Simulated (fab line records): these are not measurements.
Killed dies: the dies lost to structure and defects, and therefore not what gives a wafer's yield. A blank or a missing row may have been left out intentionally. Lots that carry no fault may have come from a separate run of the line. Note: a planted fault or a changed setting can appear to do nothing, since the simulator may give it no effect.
Which of the tools did it?	flow nandHarc	Sampling: 13 lots, 39 wafers, 5 of 1302 route steps

WHAT THE GAUGES READ, wafer by wafer
NHARC_P_STI_OVL_MEAS_10. Usual: overlayXNm 2 nm, standard deviation 5.8; overlayYNm 0 nm, standard deviation 5.3.
lot	measured	on	overlayXNm (nm)	overlayYNm (nm)	flag
L221	day 3 02:20	overlay-02	3 2 3	1 1 1	
L223	day 3 12:43	overlay-02	1 1 1	-8 -8 -8	
L222	day 3 12:53	overlay-01	-4 -4 -4	-1 -1 -1	
L224	day 4 03:21	overlay-01	11 11 11	-3 -3 -3	
L225	day 4 11:28	overlay-02	14 15 14	-2 -3 -3	
L227	day 5 07:38	overlay-02	-2 -3 -2	-4 -4 -4	
L228	day 5 17:29	overlay-02	-1 0 -1	-3 -3 -3	
L230	day 6 16:16	overlay-01	-2 -2 -2	7 7 7	
L240	day 10 18:02	overlay-02	3 3 4	3 4 4	
L241	day 11 05:05	overlay-01	2 3 2	-2 -2 -2	
L242	day 11 14:15	overlay-01	0 1 0	-1 -1 0	
L243	day 12 01:26	overlay-01	6 6 7	-3 -3 -3	
L244	day 12 09:11	overlay-01	-1 -1 -2	8 7 8	

NHARC_P_GATE_CD_MEAS_11: target cd 1640 nm. Usual: cdNm reads 1639.8 nm (standard deviation 1.5).
lot	measured	on	cdNm (nm)	flag
L221	day 4 14:00	cdSem-02	1641.8 1639.1 1640.0	
L223	day 5 03:05	cdSem-01	1641.6 1641.9 1640.0	
L222	day 5 03:14	cdSem-03	1640.4 1641.5 1640.0	
L224	day 5 17:18	cdSem-03	1642.0 1641.0 1640.9	
L225	day 5 21:56	cdSem-02	1640.2 1642.0 1641.0	
L227	day 6 21:28	cdSem-03	1638.3 1638.2 1637.1	
L228	day 7 14:14	cdSem-03	1638.9 1639.8 1640.3	
L230	day 8 07:04	cdSem-01	- - -	OFF
L240	day 12 05:43	cdSem-02	1638.9 1638.7 1638.5	
L241	day 12 15:35	cdSem-01	1641.8 1640.7 1641.7	
L242	day 13 03:34	cdSem-02	1638.6 1636.3 1640.5	
L243	day 13 15:35	cdSem-03	1643.1 1641.2 1638.3	
L244	day 13 22:20	cdSem-03	1637.3 1638.3 1638.1	

EACH LOT AND THE TOOL THAT RAN IT (in order: tool; ch and the chambers of the sampled wafers; start)
lot	NHARC_P_STI_ETCH_15	NHARC_P_STI_CMP_21	NHARC_P_GATE_EXPOSE_08
L221	rieSi-04 ch 0,1,3, day 3 02:52	cmp-02 ch 1,2, day 3 21:27	krfScanner-02 ch 0, day 4 13:51
L223	rieSi-06 ch 1,2, day 3 13:11	cmp-04 ch 0,1, day 4 10:16	krfScanner-03 ch 0, day 5 02:56
L222	rieSi-04 ch 1,2,3, day 3 13:21	cmp-02 ch 0,2,3, day 4 10:19	krfScanner-02 ch 0, day 5 03:04
L224	rieSi-01 ch 0,2,3, day 4 03:47	cmp-01 ch 0,1, day 4 23:13	krfScanner-03 ch 0, day 5 17:08
L225	rieSi-04 ch 1,3, day 4 11:57	cmp-04 ch 0,3, day 5 05:07	krfScanner-03 ch 0, day 5 21:47
L227	rieSi-01 ch 0,2,3, day 5 08:05	cmp-04 ch 0,2,3, day 6 01:52	krfScanner-03 ch 0, day 6 21:19
L228	rieSi-01 ch 2,3, day 5 17:56	cmp-01 ch 1,2,3, day 6 18:38	krfScanner-02 ch 0, day 7 14:05
L230	rieSi-04 ch 0,3, day 6 16:42	cmp-02 ch 1,2,3, day 7 13:10	krfScanner-01 ch 0, day 8 06:54
L240	rieSi-04 ch 0,1,2, day 10 18:32	cmp-04 ch 0,2,3, day 11 11:53	krfScanner-01 ch 0, day 12 05:34
L241	rieSi-01 ch 0,1,3, day 11 05:34	cmp-01 ch 1,2, day 11 23:22	krfScanner-01 ch 0, day 12 15:26
L242	rieSi-04 ch 0,1,2, day 11 14:42	cmp-04 ch 0,1,3, day 12 10:59	krfScanner-02 ch 0, day 13 03:25
L243	rieSi-01 ch 1,2, day 12 01:53	cmp-02 ch 0,1,3, day 12 22:35	krfScanner-02 ch 0, day 13 15:26
L244	rieSi-06 ch 0,2,3, day 12 09:40	cmp-01 ch 2,3, day 13 03:09	krfScanner-01 ch 0, day 13 22:12
- NHARC_P_STI_ETCH_15: etches the open film in HBr/Cl2, target depth 300 nm, time 100.1 s.
- NHARC_P_STI_CMP_21: polishes, t overpolish 20 s, target thk 380.67 nm.
- NHARC_P_GATE_EXPOSE_08: exposes mask P HV.

WHAT THE TOOLS THEMSELVES READ (means of the sampled wafers that have a number; where no wafer has one, the mark that the record gives instead)
NHARC_P_STI_ETCH_15. Usual: drypumpMotorCurrentA 5.7 A, standard deviation 0.42; oesProductAu 1.001 a.u., standard deviation 0.01; rfFwdPowerW 397.5 W, standard deviation 1.5; throttleValvePct 26.408 %, standard deviation 0.0091.
lot	tool	drypumpMotorCurrentA (A)	oesProductAu (a.u.)	rfFwdPowerW (W)	throttleValvePct (%)	flag
L221	rieSi-04	5.9	0.998	396.7	26.396	
L223	rieSi-06	5.8	0.990	397.3	26.408	
L222	rieSi-04	5.7	0.993	397.7	26.410	
L224	rieSi-01	5.7	1.000	397.7	26.410	
L225	rieSi-04	5.8	0.989	396.8	26.399	
L227	rieSi-01	5.7	1.002	397.7	26.407	
L228	rieSi-01	5.2	1.003	397.4	26.412	
L230	rieSi-04	6.2	0.994	398.6	26.406	
L240	rieSi-04	5.8	1.006	396.8	26.416	
L241	rieSi-01	5.5	1.014	398.4	26.407	
L242	rieSi-04	5.8	1.000	397.3	26.409	
L243	rieSi-01	5.3	1.002	397.5	26.393	
L244	rieSi-06	5.8	1.007	396.8	26.406	

NHARC_P_STI_CMP_21. Usual: motorCurrentA 11.7 A, standard deviation 0.71; overpolishRunS 20.000 s, standard deviation 0.01.
lot	tool	motorCurrentA (A)	overpolishRunS (s)	flag
L221	cmp-02	11.5	19.990	
L223	cmp-04	12.3	19.999	
L222	cmp-02	11.6	20.003	
L224	cmp-01	11.9	20.006	
L225	cmp-04	11.7	20.009	
L227	cmp-04	11.3	19.985	
L228	cmp-01	11.8	20.004	
L230	cmp-02	11.4	20.000	
L240	cmp-04	11.8	19.996	
L241	cmp-01	11.0	20.003	
L242	cmp-04	12.4	19.997	
L243	cmp-02	12.2	19.996	
L244	cmp-01	11.3	19.990	

NHARC_P_GATE_EXPOSE_08. Usual: stageVelMmS 499.92 mm/s, standard deviation 0.24.
lot	tool	stageVelMmS (mm/s)	flag
L221	krfScanner-02	499.78	
L223	krfScanner-03	499.92	
L222	krfScanner-02	499.82	
L224	krfScanner-03	499.61	
L225	krfScanner-03	500.03	
L227	krfScanner-03	499.89	
L228	krfScanner-02	499.57	
L230	krfScanner-01	500.04	
L240	krfScanner-01	499.84	
L241	krfScanner-01	500.21	
L242	krfScanner-02	500.15	
L243	krfScanner-02	500.04	
L244	krfScanner-01	500.06	

THE ANSWER, worked out from the rows above alone
Rule: a lot is off if the mean of its wafers that have a number lies more than 3 standard deviations from the usual mean. A lot without any number at a reading at which 4 lots or more have one is off too. All remaining lots with rows at the step are treated as sound. The gauges are gone through in route order, then the tools' own readings, and for those a lot's mean is taken as printed above. The first step at which some lot is off is used, and at that step the reading that is off furthest; a lot without a number counts as furthest.
Off: L230, at NHARC_P_GATE_CD_MEAS_11 (cdNm). Without a number there: L230.
A tool fits if, at a process step before that reading, it ran every lot that is off, and no sound lot after the first of them. Those tools and the gauges at NHARC_P_GATE_CD_MEAS_11 are tried in the same way. Not one of the candidates tried fits.

WHAT THE SIMULATOR PUT IN
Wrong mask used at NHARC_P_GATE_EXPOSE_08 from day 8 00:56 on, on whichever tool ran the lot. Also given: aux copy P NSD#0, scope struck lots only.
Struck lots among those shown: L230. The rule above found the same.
